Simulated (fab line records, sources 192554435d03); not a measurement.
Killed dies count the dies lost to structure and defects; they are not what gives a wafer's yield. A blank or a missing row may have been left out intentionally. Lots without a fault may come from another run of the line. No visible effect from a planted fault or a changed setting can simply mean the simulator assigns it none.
Matching of chambers    flow n5 finfet    4 sister chambers for N5_PMOS_HMC_CHANNEL_EPI_FIN_RECESS_16 on rie si-04
The step chemistry HBr/Cl2, target Si, target depth 54 nm, time 18 s. 4 wafers are shown with their chamber, then 9 later ones without.

== WAFERS PAIRED WITH THEIR CHAMBERS ==
wafer   chamber  drypump motor current A (A)
L083.4  2        5.3
L092.4  1        6.0
L093.4  0        6.4
L093.5  3        6.0

== WAFERS WITHOUT THEIR CHAMBER ==
wafer   drypump motor current A (A)
L094.4  5.4
L094.5  5.4
L094.6  6.0
L096.1  6.4
L096.5  6.0
L096.6  5.4
L097.1  6.0
L097.2  5.4
L097.6  5.9

== CHAMBER TAKEN BY EACH ==
wafer   from the rows above      in truth
L094.4  2                        2
L094.5  2                        2
L094.6  can't be placed: 1 or 3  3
L096.1  0                        0
L096.5  can't be placed: 1 or 3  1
L096.6  2                        2
L097.1  can't be placed: 1 or 3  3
L097.2  2                        2
L097.6  can't be placed: 1 or 3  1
5 of 9 placed correctly. From these rows, 4 cannot be placed; in 4 the true chamber is one of the candidates. Wrongly placed: 0.
How it was worked out, from the rows above alone: a wafer's distance from a chamber is the root of the sum, over the readings, of the square of ((its reading less the chamber's mean) divided by the reading's scatter). If the next closest chamber is less than 2 further off than the closest, the wafer can't be placed; otherwise it belongs to the closest. A chamber's mean is the mean of its shown wafers. The scatter: with one shown wafer a chamber, the root of the mean of the squares of how far each hidden wafer lies from its nearest shown one.
